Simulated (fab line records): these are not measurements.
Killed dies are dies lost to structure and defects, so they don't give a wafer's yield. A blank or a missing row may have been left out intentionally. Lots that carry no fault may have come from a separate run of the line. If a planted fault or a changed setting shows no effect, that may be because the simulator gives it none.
Commonality check across tools + flow nandHarc + Sample size 14 lots and 42 wafers

== WHAT PROMPTED THE OPENING ==
On 2 of the 14 lots, a flag is raised at NHARC_A_ONON_D1_THK_MEAS_24 on the reading thkNm. Wafers without a fault read 1000 nm, standard deviation 8.4.
Rule: a lot gets a flag if all its wafers with a number sit over 4 standard deviations from that mean, or if no wafer of it has a number. All remaining lots are regarded as sound.

| lot  | measured     | on           | thkNm (nm), wafer by wafer | flag    |
|------|--------------|--------------|----------------------------|---------|
| L706 | day 8 13:09  | filmMetro-02 | 1001 1003 1002             |         |
| L705 | day 8 13:10  | filmMetro-01 | 988 989 989                |         |
| L707 | day 9 00:29  | filmMetro-02 | 1014 1012 1014             |         |
| L708 | day 9 09:03  | filmMetro-02 | 997 998 999                |         |
| L710 | day 10 20:02 | filmMetro-01 | 991 990 990                |         |
| L714 | day 12 02:59 | filmMetro-01 | 1002 1000 1001             |         |
| L716 | day 12 15:28 | filmMetro-02 | 996 997 994                |         |
| L717 | day 13 00:38 | filmMetro-01 | 691 690 691                | FLAGGED |
| L720 | day 14 17:35 | filmMetro-02 | 690 690 691                | FLAGGED |
| L722 | day 15 07:11 | filmMetro-02 | 994 991 992                |         |
| L725 | day 16 13:41 | filmMetro-02 | 1005 1005 1005             |         |
| L726 | day 16 23:35 | filmMetro-01 | 997 998 995                |         |
| L727 | day 17 09:17 | filmMetro-02 | 1012 1013 1012             |         |
| L728 | day 17 18:40 | filmMetro-02 | 993 995 993                |         |
On average the flagged lots' numbers are 690 nm, which is -310 nm against the usual, or -37 standard deviations.

== WHICH TOOL RAN EACH LOT ==
The record keeps 1 process step preceding the reading, out of 1302 steps on the route. Read each cell as the tool, then ch plus the chambers that the sampled wafers visited, then the start.
| lot  | flag    | NHARC_A_ONON_D1_DEP_22          |
|------|---------|---------------------------------|
| L706 |         | pecvdOnon-03 ch 0, day 8 12:42  |
| L705 |         | pecvdOnon-01 ch 0, day 8 12:46  |
| L707 |         | pecvdOnon-04 ch 0, day 8 23:57  |
| L708 |         | pecvdOnon-01 ch 0, day 9 08:33  |
| L710 |         | pecvdOnon-01 ch 0, day 10 19:38 |
| L714 |         | pecvdOnon-03 ch 0, day 12 02:28 |
| L716 |         | pecvdOnon-03 ch 0, day 12 14:57 |
| L717 | FLAGGED | pecvdOnon-03 ch 0, day 13 00:11 |
| L720 | FLAGGED | pecvdOnon-03 ch 0, day 14 17:08 |
| L722 |         | pecvdOnon-01 ch 0, day 15 06:40 |
| L725 |         | pecvdOnon-01 ch 0, day 16 13:14 |
| L726 |         | pecvdOnon-01 ch 0, day 16 23:04 |
| L727 |         | pecvdOnon-01 ch 0, day 17 08:47 |
| L728 |         | pecvdOnon-01 ch 0, day 17 18:10 |
What is done by these steps:
- NHARC_A_ONON_D1_DEP_22: target thk 1000 nm.
- NHARC_A_ONON_D1_THK_MEAS_24: measures by ellipsometry.

== FLAGGED OVER TOTAL, TOOL BY TOOL (the gauges that took the reading come last) ==
| step                        | tool         | lots run | flagged | share of the flagged lots | sound lots run after its first flagged lot |
|-----------------------------|--------------|----------|---------|---------------------------|--------------------------------------------|
| NHARC_A_ONON_D1_DEP_22      | pecvdOnon-01 | 8        | 0       | none                      | -                                          |
| NHARC_A_ONON_D1_DEP_22      | pecvdOnon-03 | 5        | 2       | all                       | 0                                          |
| NHARC_A_ONON_D1_DEP_22      | pecvdOnon-04 | 1        | 0       | none                      | -                                          |
| NHARC_A_ONON_D1_THK_MEAS_24 | filmMetro-01 | 5        | 1       | some                      | 1 (L726)                                   |
| NHARC_A_ONON_D1_THK_MEAS_24 | filmMetro-02 | 9        | 1       | some                      | 4 (L722,L725,L727,L728)                    |

== WHAT THE TABLE PERMITS ==
In the table, 1 row covers all flagged lots: pecvdOnon-03 at NHARC_A_ONON_D1_DEP_22.
- pecvdOnon-03 at NHARC_A_ONON_D1_DEP_22 ran 5 lots, 2 of them flagged. It ran its last sound lot, L716, at day 12 14:57 and its first flagged lot, L717, at day 13 00:11: a fault with its onset between the two fits.
Just one tool remains: pecvdOnon-03 at NHARC_A_ONON_D1_DEP_22.

== WHAT THE SIMULATOR PUT IN ==
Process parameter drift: pecvdOnon-03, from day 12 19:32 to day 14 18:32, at NHARC_A_ONON_D1_DEP_22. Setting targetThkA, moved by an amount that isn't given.
Lots struck among those shown: L717, L720. The same result came from the rule above.
